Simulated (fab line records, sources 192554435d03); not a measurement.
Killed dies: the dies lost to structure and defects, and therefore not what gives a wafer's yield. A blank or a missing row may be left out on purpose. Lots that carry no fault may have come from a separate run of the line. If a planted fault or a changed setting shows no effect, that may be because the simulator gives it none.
The tool behind it: which one? -- flow n5_finfet -- 24 lots with 72 wafers sampled at 6 steps, on a route of 1938 steps

## WHAT EACH GAUGE READ, for each wafer
N5_BEOL_M5_CD_MEAS_28: target cd 30.6 nm, target cd y 20 nm.
lot,measured,on,cd_nm (nm)
L074,day 8 15:05,cd_sem-03,30.55 30.55 30.18
L076,day 8 22:16,cd_sem-01,30.34 30.68 30.32
L075,day 8 23:49,cd_sem-01,30.36 30.50 30.61
L077,day 9 06:02,cd_sem-03,30.53 30.37 30.03
L078,day 9 18:10,cd_sem-02,30.68 30.57 30.39
L079,day 9 18:20,cd_sem-02,30.45 30.81 30.36
L080,day 9 22:35,cd_sem-03,30.71 30.60 30.43
L081,day 10 09:41,cd_sem-02,30.29 30.31 30.17
L083,day 10 19:06,cd_sem-02,30.85 31.04 31.31
L082,day 11 04:11,cd_sem-01,30.34 30.78 30.68
L084,day 11 04:00,cd_sem-03,30.79 30.16 30.28
L085,day 11 04:22,cd_sem-03,30.65 30.63 30.13
L087,day 11 09:56,cd_sem-03,30.90 30.49 30.95
L086,day 11 12:47,cd_sem-01,30.65 30.24 30.75
L089,day 11 21:29,cd_sem-01,30.94 30.35 30.55
L088,day 12 12:05,cd_sem-03,31.14 30.42 30.68
L090,day 12 18:12,cd_sem-02,31.00 30.35 30.81
L091,day 12 19:47,cd_sem-03,30.10 30.75 30.71
L092,day 12 20:00,cd_sem-03,30.31 30.62 30.51
L093,day 12 20:58,cd_sem-01,30.86 30.61 30.59
L094,day 13 14:28,cd_sem-01,30.47 30.55 30.69
L095,day 13 15:04,cd_sem-01,30.67 30.70 30.53
L096,day 13 17:32,cd_sem-03,30.16 30.14 30.39
L097,day 14 04:11,cd_sem-02,30.38 30.60 30.47

N5_BEOL_M5_OCD_MEAS_38.
lot,measured,on,trench_depth_nm (nm)
L074,day 8 15:37,ocd-01,74.0 70.3 70.1
L076,day 8 23:00,ocd-01,72.4 72.9 71.9
L075,day 9 00:48,ocd-01,70.1 71.0 72.6
L077,day 9 06:34,ocd-01,72.0 74.0 70.7
L078,day 9 18:55,ocd-01,74.2 71.3 71.3
L079,day 9 18:59,ocd-02,71.7 71.2 70.5
L080,day 9 23:08,ocd-02,72.9 73.4 72.2
L081,day 10 10:14,ocd-02,72.1 72.5 72.7
L083,day 10 19:39,ocd-02,70.1 70.5 70.0
L082,day 11 04:56,ocd-01,73.4 71.4 73.5
L084,day 11 04:32,ocd-01,72.6 70.8 71.9
L085,day 11 05:04,ocd-02,71.1 72.6 70.2
L087,day 11 10:42,ocd-02,71.3 72.4 70.4
L086,day 11 13:19,ocd-02,70.2 71.9 69.9
L089,day 11 22:02,ocd-01,71.0 70.6 71.4
L088,day 12 12:37,ocd-02,70.6 72.2 70.8
L090,day 12 19:16,ocd-02,73.2 72.8 70.6
L091,day 12 20:35,ocd-02,70.1 69.3 72.1
L092,day 12 20:37,ocd-01,72.2 69.7 70.9
L093,day 12 21:37,ocd-02,71.9 72.6 71.1
L094,day 13 15:03,ocd-02,71.5 70.9 72.4
L095,day 13 15:36,ocd-01,73.5 72.3 70.4
L096,day 13 18:07,ocd-01,72.2 72.5 71.1
L097,day 14 04:44,ocd-02,74.0 71.5 72.6

## EACH LOT AND THE TOOL THAT RAN IT (in order: tool; ch and the chambers of the sampled wafers; start)
lot,N5_BEOL_M4_SPUTTER_81,N5_BEOL_M4_SPUTTER_86,N5_BEOL_M4_SPUTTER_90,N5_BEOL_M5_VIA_ETCH_34
L074,"pvd_sputter-02, day 8 09:13","pvd_sputter-02, day 8 09:26","pvd_sputter-02, day 8 09:53","rie_diel-02 ch 0,1,3, day 8 15:23"
L076,"pvd_sputter-03, day 8 14:28","pvd_sputter-03, day 8 14:41","pvd_sputter-03, day 8 15:07","rie_diel-06 ch 0,1, day 8 22:46"
L075,"pvd_sputter-01, day 8 18:09","pvd_sputter-01, day 8 18:22","pvd_sputter-01, day 8 18:49","rie_diel-06 ch 0,1,3, day 9 00:34"
L077,"pvd_sputter-02, day 9 00:35","pvd_sputter-02, day 9 00:49","pvd_sputter-02, day 9 01:15","rie_diel-04 ch 1,2, day 9 06:20"
L078,"pvd_sputter-01, day 9 11:25","pvd_sputter-01, day 9 11:38","pvd_sputter-01, day 9 12:05","rie_diel-04 ch 1,2,3, day 9 18:41"
L079,"pvd_sputter-03, day 9 11:34","pvd_sputter-03, day 9 11:47","pvd_sputter-03, day 9 12:14","rie_diel-06 ch 0,1,3, day 9 18:45"
L080,"pvd_sputter-03, day 9 14:44","pvd_sputter-03, day 9 14:57","pvd_sputter-03, day 9 15:23","rie_diel-06 ch 1,2, day 9 22:53"
L081,"pvd_sputter-01, day 10 02:30","pvd_sputter-01, day 10 02:43","pvd_sputter-01, day 10 03:10","rie_diel-06 ch 0,2, day 10 09:59"
L083,"pvd_sputter-03, day 10 10:28","pvd_sputter-03, day 10 10:41","pvd_sputter-03, day 10 11:07","rie_diel-04 ch 1,3, day 10 19:24"
L082,"pvd_sputter-03, day 10 18:08","pvd_sputter-03, day 10 18:22","pvd_sputter-03, day 10 18:48","rie_diel-04 ch 1,2, day 11 04:41"
L084,"pvd_sputter-01, day 10 19:30","pvd_sputter-01, day 10 19:43","pvd_sputter-01, day 10 20:10","rie_diel-04 ch 0,3, day 11 04:18"
L085,"pvd_sputter-03, day 10 21:40","pvd_sputter-03, day 10 21:53","pvd_sputter-03, day 10 22:19","rie_diel-02 ch 0,2,3, day 11 04:49"
L087,"pvd_sputter-01, day 10 23:19","pvd_sputter-01, day 10 23:32","pvd_sputter-01, day 10 23:59","rie_diel-02 ch 0,1,3, day 11 10:28"
L086,"pvd_sputter-03, day 11 07:08","pvd_sputter-03, day 11 07:22","pvd_sputter-03, day 11 07:48","rie_diel-02 ch 0,2, day 11 13:05"
L089,"pvd_sputter-01, day 11 14:51","pvd_sputter-01, day 11 15:04","pvd_sputter-01, day 11 15:31","rie_diel-02 ch 1,2, day 11 21:47"
L088,"pvd_sputter-01, day 12 05:36","pvd_sputter-01, day 12 05:49","pvd_sputter-01, day 12 06:16","rie_diel-06 ch 0,1,3, day 12 12:23"
L090,"pvd_sputter-01, day 12 08:56","pvd_sputter-01, day 12 09:10","pvd_sputter-01, day 12 09:36","rie_diel-06 ch 1,2,3, day 12 19:01"
L091,"pvd_sputter-01, day 12 12:50","pvd_sputter-01, day 12 13:04","pvd_sputter-01, day 12 13:30","rie_diel-04 ch 0,1,3, day 12 20:21"
L092,"pvd_sputter-03, day 12 13:24","pvd_sputter-03, day 12 13:37","pvd_sputter-03, day 12 14:04","rie_diel-06 ch 0,1,3, day 12 20:22"
L093,"pvd_sputter-02, day 12 14:26","pvd_sputter-02, day 12 14:39","pvd_sputter-02, day 12 15:05","rie_diel-02 ch 1,3, day 12 21:23"
L094,"pvd_sputter-02, day 13 07:42","pvd_sputter-02, day 13 07:55","pvd_sputter-02, day 13 08:22","rie_diel-02 ch 0,3, day 13 14:49"
L095,"pvd_sputter-01, day 13 09:23","pvd_sputter-01, day 13 09:37","pvd_sputter-01, day 13 10:03","rie_diel-02 ch 0,2,3, day 13 15:22"
L096,"pvd_sputter-01, day 13 11:43","pvd_sputter-01, day 13 11:56","pvd_sputter-01, day 13 12:22","rie_diel-02 ch 0,1,3, day 13 17:52"
L097,"pvd_sputter-03, day 13 19:31","pvd_sputter-03, day 13 19:44","pvd_sputter-03, day 13 20:10","rie_diel-06 ch 0,1,2, day 14 04:29"
- N5_BEOL_M4_SPUTTER_81: material Cu, target thk 4.5 nm, time 8.29 s.
- N5_BEOL_M4_SPUTTER_86: material Cu, target thk 4.5 nm, time 8.29 s.
- N5_BEOL_M4_SPUTTER_90: material Cu, target thk 4.5 nm, time 8.29 s.
- N5_BEOL_M5_VIA_ETCH_34: etches SiCOH lowk in C4F6/O2, target depth 88.3 nm, time 39.2 s.

## AS READ BY THE TOOLS THEMSELVES (means over the sampled wafers that have a number; for cases with no such wafer, the mark the record gives instead)
N5_BEOL_M4_SPUTTER_81.
lot,tool,throttle_valve_pct (%)
L074,pvd_sputter-02,29.7
L076,pvd_sputter-03,29.8
L075,pvd_sputter-01,28.2
L077,pvd_sputter-02,29.4
L078,pvd_sputter-01,30.2
L079,pvd_sputter-03,29.7
L080,pvd_sputter-03,30.0
L081,pvd_sputter-01,28.2
L083,pvd_sputter-03,30.1
L082,pvd_sputter-03,29.9
L084,pvd_sputter-01,30.2
L085,pvd_sputter-03,29.9
L087,pvd_sputter-01,31.4
L086,pvd_sputter-03,30.2
L089,pvd_sputter-01,31.6
L088,pvd_sputter-01,30.2
L090,pvd_sputter-01,31.2
L091,pvd_sputter-01,30.1
L092,pvd_sputter-03,29.7
L093,pvd_sputter-02,30.2
L094,pvd_sputter-02,29.6
L095,pvd_sputter-01,29.2
L096,pvd_sputter-01,29.3
L097,pvd_sputter-03,29.6

N5_BEOL_M4_SPUTTER_86.
lot,tool,throttle_valve_pct (%)
L074,pvd_sputter-02,29.7
L076,pvd_sputter-03,29.8
L075,pvd_sputter-01,28.2
L077,pvd_sputter-02,29.3
L078,pvd_sputter-01,30.2
L079,pvd_sputter-03,29.7
L080,pvd_sputter-03,29.8
L081,pvd_sputter-01,28.2
L083,pvd_sputter-03,30.3
L082,pvd_sputter-03,29.8
L084,pvd_sputter-01,30.2
L085,pvd_sputter-03,30.0
L087,pvd_sputter-01,31.4
L086,pvd_sputter-03,30.4
L089,pvd_sputter-01,31.6
L088,pvd_sputter-01,30.2
L090,pvd_sputter-01,31.4
L091,pvd_sputter-01,30.1
L092,pvd_sputter-03,29.7
L093,pvd_sputter-02,30.3
L094,pvd_sputter-02,29.6
L095,pvd_sputter-01,29.1
L096,pvd_sputter-01,29.3
L097,pvd_sputter-03,29.5

N5_BEOL_M4_SPUTTER_90.
lot,tool,throttle_valve_pct (%)
L074,pvd_sputter-02,29.7
L076,pvd_sputter-03,29.8
L075,pvd_sputter-01,28.1
L077,pvd_sputter-02,29.3
L078,pvd_sputter-01,30.3
L079,pvd_sputter-03,29.4
L080,pvd_sputter-03,30.0
L081,pvd_sputter-01,28.1
L083,pvd_sputter-03,30.2
L082,pvd_sputter-03,29.9
L084,pvd_sputter-01,30.1
L085,pvd_sputter-03,30.1
L087,pvd_sputter-01,31.4
L086,pvd_sputter-03,30.3
L089,pvd_sputter-01,31.7
L088,pvd_sputter-01,30.3
L090,pvd_sputter-01,31.4
L091,pvd_sputter-01,30.3
L092,pvd_sputter-03,29.6
L093,pvd_sputter-02,30.2
L094,pvd_sputter-02,29.7
L095,pvd_sputter-01,29.2
L096,pvd_sputter-01,29.3
L097,pvd_sputter-03,29.5

N5_BEOL_M5_VIA_ETCH_34.
lot,tool,C4F6_flow_sccm (sccm),drypump_motor_current_A (A),oes_ar_750_au (a.u.),oes_product_au (a.u.),rf_vpp_V (V),showerhead_plenum_p_Torr (Torr),throttle_valve_pct (%)
L074,rie_diel-02,9.98,5.9,0.77,0.78,670,2.87,20.83
L076,rie_diel-06,9.97,5.1,0.79,0.80,652,2.73,20.94
L075,rie_diel-06,9.99,5.1,0.79,0.78,661,2.80,20.89
L077,rie_diel-04,9.99,5.3,0.78,0.79,661,2.84,20.63
L078,rie_diel-04,9.97,5.4,0.76,0.78,672,2.88,20.89
L079,rie_diel-06,10.00,5.1,0.78,0.78,660,2.80,20.89
L080,rie_diel-06,10.00,5.0,0.92,0.91,655,2.94,20.82
L081,rie_diel-06,10.01,4.7,0.86,0.86,664,2.91,20.91
L083,rie_diel-04,10.04,5.7,0.71,0.71,673,2.89,21.19
L082,rie_diel-04,10.00,5.3,0.80,0.81,671,2.86,20.60
L084,rie_diel-04,10.01,5.7,0.83,0.83,667,2.90,20.86
L085,rie_diel-02,10.00,5.7,0.84,0.83,674,2.95,20.88
L087,rie_diel-02,9.98,5.9,0.92,0.93,675,2.98,20.59
L086,rie_diel-02,10.01,5.6,0.76,0.75,677,2.96,21.06
L089,rie_diel-02,10.01,5.8,0.87,0.88,684,3.02,20.72
L088,rie_diel-06,9.99,5.1,0.76,0.75,660,2.79,20.93
L090,rie_diel-06,9.99,5.1,0.81,0.80,661,2.90,20.86
L091,rie_diel-04,10.00,5.6,0.77,0.77,663,2.88,20.93
L092,rie_diel-06,10.00,5.1,0.76,0.75,660,2.79,20.93
L093,rie_diel-02,10.00,5.9,0.91,0.90,677,2.95,20.68
L094,rie_diel-02,10.01,5.9,0.88,0.88,671,2.92,20.73
L095,rie_diel-02,10.01,5.8,0.91,0.92,674,2.94,20.79
L096,rie_diel-02,9.96,5.9,0.88,0.88,674,2.97,20.61
L097,rie_diel-06,10.02,5.1,0.80,0.80,653,2.83,20.94

## THE ANSWER, worked out from the rows above alone
Rule: the usual values come from the lots themselves. The widest of any qualifying gaps counts: lots, ordered by their means at a reading, are off when they make up no more than a third of the lots, leave a main group of 4 or more, and stand apart from it by 3 or more times the standard deviation of that group's means. Not used: any main group whose means are identical at the precision the tables above print for the reading. Also off: a lot with no number at a reading for which 4 or more lots have one. Where the step has rows for the other lots, those lots are counted as sound. Order of review: gauges by route order, followed by the tools' own readings, for which a lot's mean as printed above is used. At the first step where some lot is off, the reading lying furthest off is the one used; lots without a number count as furthest.
Nothing can be told from this: no lot is off at any reading shown.

## WHAT WAS PUT IN BY THE SIMULATOR
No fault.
